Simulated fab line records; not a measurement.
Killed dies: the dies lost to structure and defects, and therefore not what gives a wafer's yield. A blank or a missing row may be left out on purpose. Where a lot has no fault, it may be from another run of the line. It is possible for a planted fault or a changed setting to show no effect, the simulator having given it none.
A lot that was struck, set against a sound lot ; flow nand_harc ; 15 steps out of a route of 1159
Sound: wafers L256.2, L256.3, L256.6. Wafers struck: L258.2, L258.3, L258.4. At the end, the cause is stated.
Order at every step that has rows: each side's tool, ch and its chambers, its first start. Under that, the readings that differ: sound wafers ; struck wafers ; difference of the means ; sigmas: that difference in standard deviations of wafers without a fault.
alike: same words and numbers on both sides, and readings whose means sit less than 2 such deviations apart. not compared: any withheld reading, any reading some wafer has no value for, any bound like >300 that may hide the same value, and any number with overlapping values for which the record gives no deviation.
Wherever a step has rows on one side only, a row that says differs or no value, or a row with sigmas, the two part there. When numbers do not overlap yet have no deviation, they are printed without sigmas and do not part them. A reading that every wafer of one side lacks parts them only if that side has two wafers or more.

first, 1 step without rows for these wafers: NHARC_A_ONON_D1_DEP_12 (target thk 1000 nm).
NHARC_A_ONON_D1_THK_MEAS_14: measures by ellipsometry.
  sound on film_metro-01 at day 10 02:41; struck on film_metro-01 at day 10 20:44
  alike: thk_nm
then, 2 steps without rows for these wafers: NHARC_A_ONON_D1_ANNEAL_15 (time 3600 s); NHARC_A_ONON_D1_DEP_16 (target thk 1000 nm).
NHARC_A_ONON_D1_THK_MEAS_18: measures by ellipsometry.
  sound on film_metro-01 at day 10 09:46; struck on film_metro-02 at day 11 04:07
  alike: thk_nm
then NHARC_A_ONON_D1_DEP_19 (target thk 1000 nm), 1 step lacking rows for these wafers.
NHARC_A_ONON_D1_THK_MEAS_21: measures by ellipsometry.
  sound on film_metro-02 at day 10 10:20; struck on film_metro-02 at day 11 04:41
reading;sound;struck;difference;sigmas
thk_nm (nm);1005 1004 1003;983 983 983;-21;-2
then NHARC_A_ONON_D1_DEP_22 (target thk 1000 nm), 1 step lacking rows for these wafers.
NHARC_A_ONON_D1_THK_MEAS_24: measures by ellipsometry.
  sound on film_metro-02 at day 10 10:53; struck on film_metro-02 at day 11 05:15
  alike: thk_nm
then NHARC_A_ONON_D1_DEP_25 (target thk 1000 nm), 1 step lacking rows for these wafers.
NHARC_A_ONON_D1_THK_MEAS_27: measures by ellipsometry.
  sound on film_metro-01 at day 10 11:28; struck on film_metro-02 at day 11 05:49
  alike: thk_nm
NHARC_A_ONON_D1_DEP_28: target thk 1000 nm.
  sound on pecvd_onon-04 ch 0, day 10 11:34; struck on pecvd_onon-02 ch 0, day 11 05:56
  alike: nh3_flow_sccm
NHARC_A_ONON_D1_THK_MEAS_30: measures by ellipsometry.
  sound on film_metro-01 at day 10 12:01; struck on film_metro-02 at day 11 06:23
reading;sound;struck;difference;sigmas
thk_nm (nm);989 988 990;1297 1297 1298;+308;+41
NHARC_A_ONON_D1_DEP_33: deposits SiO2, target thk 200 nm.
  sound on pecvd-01 ch 0,2, day 10 12:28; struck on pecvd-02 ch 0,2, day 11 06:37
  alike: heater_power_w, throttle_valve_pct
-- record jumps: 11 days between struck wafers' starts before vs after; left off in module A_ONON_D1, resumes in module END, first step shown is number 1159 of the route --
NHARC_END_SORT_01:
  the record has rows for the struck wafers here (prober-01 ch 0, day 22 14:52) and none for the sound ones

## WHERE THEY PART
At NHARC_A_ONON_D1_THK_MEAS_21 first; at NHARC_END_SORT_01 last (within this record only).

WHY: what had been put in by the simulator
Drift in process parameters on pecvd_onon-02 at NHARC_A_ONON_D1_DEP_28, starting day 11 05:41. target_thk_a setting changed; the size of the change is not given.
